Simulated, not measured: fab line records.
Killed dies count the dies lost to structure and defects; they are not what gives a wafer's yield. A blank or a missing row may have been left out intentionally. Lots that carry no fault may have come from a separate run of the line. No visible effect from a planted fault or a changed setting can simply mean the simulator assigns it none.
The tool behind it: which one? | flow nand_harc | Sampling: 24 lots, 72 wafers, 5 of 1302 route steps

== WHAT THE GAUGES READ, wafer by wafer ==
NHARC_P_ZERO_WELL_CD_MEAS_11 targets a cd of 500 nm. Usual: 498.8 nm for cd_nm, sd 2.1.
lot  | measured     | on        | cd_nm (nm)        | flag
L074 | day 1 21:07  | cd_sem-02 | 497.7 498.9 496.2 |
L075 | day 2 07:14  | cd_sem-02 | 501.1 500.0 497.9 |
L076 | day 2 17:15  | cd_sem-01 | 500.7 502.3 502.0 |
L077 | day 3 03:07  | cd_sem-02 | 497.5 495.0 495.7 |
L078 | day 3 13:14  | cd_sem-03 | 500.5 497.5 502.6 |
L079 | day 3 23:14  | cd_sem-02 | 499.7 496.4 499.6 |
L080 | day 4 09:21  | cd_sem-02 | 496.8 499.2 496.8 |
L081 | day 4 19:07  | cd_sem-02 | 495.9 497.0 495.8 |
L082 | day 5 05:14  | cd_sem-03 | 499.1 499.6 500.1 |
L083 | day 5 15:14  | cd_sem-03 | 495.2 496.2 498.3 |
L084 | day 6 01:07  | cd_sem-02 | 493.7 497.1 498.0 |
L085 | day 6 11:14  | cd_sem-03 | 502.7 502.6 498.7 |
L086 | day 6 21:24  | cd_sem-03 | 501.1 501.1 502.9 |
L087 | day 7 07:07  | cd_sem-03 | 498.9 499.4 500.6 |
L088 | day 7 17:14  | cd_sem-02 | 497.3 497.8 493.9 |
L089 | day 8 03:14  | cd_sem-03 | 496.2 501.3 497.9 |
L090 | day 8 13:14  | cd_sem-03 | 497.4 499.5 496.2 |
L091 | day 8 23:23  | cd_sem-03 | 499.2 501.6 502.6 |
L092 | day 9 09:07  | cd_sem-01 | 497.3 500.0 499.3 |
L093 | day 9 19:15  | cd_sem-02 | 497.5 497.0 498.5 |
L094 | day 10 05:14 | cd_sem-02 | 499.2 497.4 499.1 |
L095 | day 10 15:15 | cd_sem-01 | 499.1 500.6 501.5 |
L096 | day 11 01:18 | cd_sem-02 | 499.7 498.5 498.1 |
L097 | day 11 11:10 | cd_sem-01 | 499.6 495.0 498.9 |

NHARC_P_M0_CD_MEAS_09 targets a cd of 90 nm. Usual: 90.1 nm for cd_nm, sd 0.6.
lot  | measured     | on        | cd_nm (nm)     | flag
L074 | day 6 14:59  | cd_sem-01 | 90.3 90.8 90.9 |
L075 | day 6 15:55  | cd_sem-01 | 89.8 89.3 90.3 |
L076 | day 6 16:43  | cd_sem-02 | 90.3 90.4 89.8 |
L077 | day 7 06:57  | cd_sem-02 | 89.9 89.5 91.2 |
L078 | day 7 17:19  | cd_sem-01 | 90.9 89.8 90.6 |
L079 | day 8 08:02  | cd_sem-01 | 89.2 89.6 89.9 |
L080 | day 8 10:32  | cd_sem-03 | 90.0 89.4 89.8 |
L081 | day 9 07:24  | cd_sem-03 | 89.5 91.0 90.2 |
L082 | day 9 15:49  | cd_sem-03 | 90.2 90.9 91.8 |
L083 | day 9 21:06  | cd_sem-03 | 90.8 90.9 90.6 |
L084 | day 9 20:48  | cd_sem-01 | 90.7 90.8 90.0 |
L085 | day 10 12:58 | cd_sem-03 | 90.0 89.7 89.4 |
L086 | day 10 22:08 | cd_sem-01 | 91.2 90.8 91.1 |
L087 | day 12 03:44 | cd_sem-03 | 89.3 88.8 89.6 |
L088 | day 12 01:16 | cd_sem-02 | 90.0 91.4 90.3 |
L089 | day 12 02:19 | cd_sem-02 | 90.8 90.4 90.6 |
L090 | day 12 16:39 | cd_sem-02 | 89.9 90.1 89.8 |
L091 | day 13 00:18 | cd_sem-03 | 89.9 91.8 90.4 |
L092 | day 13 12:51 | cd_sem-01 | 89.9 89.9 89.5 |
L093 | day 13 18:37 | cd_sem-03 | 90.4 89.5 89.3 |
L094 | day 14 07:22 | cd_sem-01 | 90.6 89.6 90.5 |
L095 | day 14 21:49 | cd_sem-02 | 90.5 90.2 88.9 |
L096 | day 15 03:20 | cd_sem-01 | 89.7 89.2 90.3 |
L097 | day 15 11:38 | cd_sem-03 | 89.9 89.9 90.2 |

== WHICH TOOL RAN EACH LOT (tool, then ch and the chambers of the sampled wafers, then the start) ==
lot  | NHARC_P_CONTACT_DEP_30          | NHARC_P_CONTACT_CMP_01        | NHARC_P_CONTACT_ETCH_31
L074 | pecvd-03 ch 0,1,2, day 6 09:35  | cmp-04 ch 0,1, day 6 10:14    | rie_diel-13 ch 0,1,3, day 6 14:59 or earlier
L075 | pecvd-04 ch 1,2, day 6 10:02    | cmp-01 ch 0,1,2, day 6 10:45  | rie_diel-09 ch 0,1,3, day 6 15:55 or earlier
L076 | pecvd-03 ch 0,1,2, day 6 10:56  | cmp-02 ch 0,1,2, day 6 11:40  | rie_diel-09 ch 1,2,3, day 6 16:43 or earlier
L077 | pecvd-01 ch 0,2, day 7 01:19    | cmp-04 ch 0,1, day 7 02:02    | rie_diel-13 ch 1,2,3, day 7 06:57 or earlier
L078 | pecvd-03 ch 0,1, day 7 11:24    | cmp-01 ch 0,1,2, day 7 12:26  | rie_diel-02 ch 0,1,3, day 7 17:19 or earlier
L079 | pecvd-04 ch 0,1, day 8 02:20    | cmp-04 ch 2,3, day 8 03:02    | rie_diel-02 ch 0,1, day 8 08:02 or earlier
L080 | pecvd-04 ch 0,1, day 8 04:58    | cmp-02 ch 0,1,2, day 8 05:41  | rie_diel-02 ch 0,2,3, day 8 10:32 or earlier
L081 | pecvd-04 ch 1,2, day 9 01:44    | cmp-02 ch 0,2,3, day 9 02:24  | rie_diel-13 ch 1,2,3, day 9 07:24 or earlier
L082 | pecvd-01 ch 0,1,2, day 9 10:07  | cmp-02 ch 1,2, day 9 10:47    | rie_diel-09 ch 0,1,2, day 9 15:49 or earlier
L083 | pecvd-03 ch 0,1, day 9 15:20    | cmp-01 ch 0,2,3, day 9 16:03  | rie_diel-09 ch 1,2,3, day 9 21:06 or earlier
L084 | pecvd-04 ch 1,2, day 9 15:08    | cmp-02 ch 1,2, day 9 15:49    | rie_diel-02 ch 0,2, day 9 20:48 or earlier
L085 | pecvd-01 ch 0,1, day 10 07:23   | cmp-02 ch 0,1,2, day 10 08:09 | rie_diel-13 ch 0,1,3, day 10 12:58 or earlier
L086 | pecvd-03 ch 0,1,2, day 10 16:34 | cmp-01 ch 0,1, day 10 17:14   | rie_diel-09 ch 0,1,2, day 10 22:08 or earlier
L087 | pecvd-04 ch 0,1, day 11 22:08   | cmp-04 ch 2,3, day 11 22:46   | rie_diel-09 ch 1,2, day 12 03:44 or earlier
L088 | pecvd-04 ch 0,1,2, day 11 19:38 | cmp-01 ch 0,2,3, day 11 20:17 | rie_diel-09 ch 0,1,3, day 12 01:16 or earlier
L089 | pecvd-01 ch 0,1, day 11 20:38   | cmp-01 ch 0,2,3, day 11 21:22 | rie_diel-02 ch 0,1,3, day 12 02:19 or earlier
L090 | pecvd-03 ch 0,1,2, day 12 11:04 | cmp-01 ch 1,2,3, day 12 11:46 | rie_diel-09 ch 0,1,3, day 12 16:39 or earlier
L091 | pecvd-04 ch 0,1,2, day 12 18:44 | cmp-01 ch 0,1,2, day 12 19:27 | rie_diel-09 ch 0,1,3, day 13 00:18 or earlier
L092 | pecvd-04 ch 0,1, day 13 07:01   | cmp-04 ch 1,2,3, day 13 07:44 | rie_diel-09 ch 1,3, day 13 12:51 or earlier
L093 | pecvd-03 ch 0,2, day 13 13:01   | cmp-01 ch 0,3, day 13 13:43   | rie_diel-09 ch 0,2,3, day 13 18:37 or earlier
L094 | pecvd-04 ch 0,1,2, day 14 01:38 | cmp-04 ch 0,1,2, day 14 02:21 | rie_diel-09 ch 1,2,3, day 14 07:22 or earlier
L095 | pecvd-01 ch 0,1, day 14 16:17   | cmp-02 ch 0,2, day 14 16:58   | rie_diel-09 ch 1,2, day 14 21:49 or earlier
L096 | pecvd-04 ch 0,1,2, day 14 21:38 | cmp-02 ch 2,3, day 14 22:22   | rie_diel-09 ch 1,2, day 15 03:20 or earlier
L097 | pecvd-04 ch 1,2, day 15 06:03   | cmp-04 ch 1,2,3, day 15 06:46 | rie_diel-09 ch 0,2,3, day 15 11:38 or earlier
- NHARC_P_CONTACT_DEP_30: deposits SiNx, target thk 30 nm.
- NHARC_P_CONTACT_CMP_01: polishes SiO2, target thk 200 nm.
- NHARC_P_CONTACT_ETCH_31: etches the open film in CH3F/O2, target depth 30 nm, time 85.7 s.

== AS READ BY THE TOOLS THEMSELVES (means over the sampled wafers that have a number; for cases with no such wafer, the mark the record gives instead) ==
NHARC_P_CONTACT_DEP_30. Usual: heater_power_outer_w 440 W, standard deviation 89; heater_power_w 714 W, standard deviation 120.
lot  | tool     | heater_power_outer_w (W) | heater_power_w (W) | flag
L074 | pecvd-03 | 424                      | 686                |
L075 | pecvd-04 | 527                      | 796                |
L076 | pecvd-03 | 381                      | 630                |
L077 | pecvd-01 | 358                      | 627                |
L078 | pecvd-03 | 423                      | 684                |
L079 | pecvd-04 | 541                      | 839                |
L080 | pecvd-04 | 548                      | 813                |
L081 | pecvd-04 | 449                      | 674                |
L082 | pecvd-01 | 432                      | 754                |
L083 | pecvd-03 | 393                      | 664                |
L084 | pecvd-04 | 463                      | 707                |
L085 | pecvd-01 | 454                      | 787                |
L086 | pecvd-03 | 389                      | 635                |
L087 | pecvd-04 | 488                      | 779                |
L088 | pecvd-04 | 497                      | 786                |
L089 | pecvd-01 | 436                      | 780                |
L090 | pecvd-03 | 405                      | 672                |
L091 | pecvd-04 | 454                      | 720                |
L092 | pecvd-04 | 519                      | 812                |
L093 | pecvd-03 | 354                      | 587                |
L094 | pecvd-04 | 473                      | 734                |
L095 | pecvd-01 | 437                      | 766                |
L096 | pecvd-04 | 446                      | 713                |
L097 | pecvd-04 | 442                      | 661                |

NHARC_P_CONTACT_CMP_01. Usual: 11.8 A for motor_current_A, sd 1.
lot  | tool   | motor_current_A (A) | flag
L074 | cmp-04 | 12.0                |
L075 | cmp-01 | 12.4                |
L076 | cmp-02 | 11.4                |
L077 | cmp-04 | 11.5                |
L078 | cmp-01 | 12.6                |
L079 | cmp-04 | 11.7                |
L080 | cmp-02 | 11.6                |
L081 | cmp-02 | 11.0                |
L082 | cmp-02 | 10.8                |
L083 | cmp-01 | 12.0                |
L084 | cmp-02 | 11.9                |
L085 | cmp-02 | 11.4                |
L086 | cmp-01 | 13.2                |
L087 | cmp-04 | 11.7                |
L088 | cmp-01 | 12.1                |
L089 | cmp-01 | 11.7                |
L090 | cmp-01 | 11.7                |
L091 | cmp-01 | 12.7                |
L092 | cmp-04 | 11.6                |
L093 | cmp-01 | 11.4                |
L094 | cmp-04 | 11.6                |
L095 | cmp-02 | 10.7                |
L096 | cmp-02 | 11.0                |
L097 | cmp-04 | 11.4                |

NHARC_P_CONTACT_ETCH_31. Usual: drypump_motor_current_A 5.8 A, standard deviation 0.48; oes_product_au 0.980 a.u., standard deviation 0.013; rf_vpp_V 245.1 V, standard deviation 1.5; showerhead_plenum_p_Torr 2.51 Torr, standard deviation 0.095; throttle_valve_pct 20.663 %, standard deviation 0.0087.
lot  | tool        | drypump_motor_current_A (A) | oes_product_au (a.u.) | rf_vpp_V (V) | showerhead_plenum_p_Torr (Torr) | throttle_valve_pct (%) | flag
L074 | rie_diel-13 | 5.7                         | 0.984                 | 244.9        | 2.46                            | 20.660                 |
L075 | rie_diel-09 | 6.1                         | 0.979                 | 245.3        | 2.55                            | 20.673                 |
L076 | rie_diel-09 | 5.8                         | 0.994                 | 244.6        | 2.46                            | 20.664                 |
L077 | rie_diel-13 | 5.2                         | 0.966                 | 244.2        | 2.47                            | 20.652                 |
L078 | rie_diel-02 | 5.5                         | 0.988                 | 243.9        | 2.52                            | 20.664                 |
L079 | rie_diel-02 | 5.5                         | 0.960                 | 245.3        | 2.54                            | 20.658                 |
L080 | rie_diel-02 | 5.6                         | 0.980                 | 244.9        | 2.49                            | 20.667                 |
L081 | rie_diel-13 | 5.2                         | 0.995                 | 244.0        | 2.47                            | 20.672                 |
L082 | rie_diel-09 | 5.8                         | 0.963                 | 244.4        | 2.50                            | 20.657                 |
L083 | rie_diel-09 | 5.8                         | 0.982                 | 244.7        | 2.46                            | 20.668                 |
L084 | rie_diel-02 | 5.6                         | 0.990                 | 245.0        | 2.54                            | 20.666                 |
L085 | rie_diel-13 | 5.6                         | 0.973                 | 243.8        | 2.46                            | 20.671                 |
L086 | rie_diel-09 | 5.8                         | 0.976                 | 245.4        | 2.50                            | 20.664                 |
L087 | rie_diel-09 | 5.9                         | 0.990                 | 243.6        | 2.44                            | 20.669                 |
L088 | rie_diel-09 | 6.1                         | 0.978                 | 245.5        | 2.54                            | 20.658                 |
L089 | rie_diel-02 | 5.5                         | 0.973                 | 244.7        | 2.52                            | 20.664                 |
L090 | rie_diel-09 | 6.2                         | 0.955                 | 245.3        | 2.54                            | 20.666                 |
L091 | rie_diel-09 | 6.2                         | 0.986                 | 245.8        | 2.54                            | 20.658                 |
L092 | rie_diel-09 | 6.2                         | 0.983                 | 245.1        | 2.49                            | 20.667                 |
L093 | rie_diel-09 | 5.8                         | 0.982                 | 243.8        | 2.51                            | 20.661                 |
L094 | rie_diel-09 | 5.8                         | 0.979                 | 243.9        | 2.46                            | 20.657                 |
L095 | rie_diel-09 | 5.9                         | 0.988                 | 244.7        | 2.44                            | 20.660                 |
L096 | rie_diel-09 | 5.5                         | 0.984                 | 244.4        | 2.41                            | 20.664                 |
L097 | rie_diel-09 | 5.8                         | 0.984                 | 244.9        | 2.51                            | 20.673                 |

== THE ANSWER, worked out from the rows above alone ==
Rule: a lot is off if the mean of its wafers that have a number lies more than 3 standard deviations from the usual mean. Also off: a lot with no number at a reading for which 4 or more lots have one. Any other lot the step has rows for is counted as sound. After the gauges, taken in route order, come the tools' own readings; for these a lot's mean is taken, as printed above. The first step at which some lot is off is used, and at that step the reading that is off furthest; a lot without a number counts as furthest.
No lot is off at any reading shown: from this, nothing can be told.

== WHAT HAD BEEN PUT IN BY THE SIMULATOR ==
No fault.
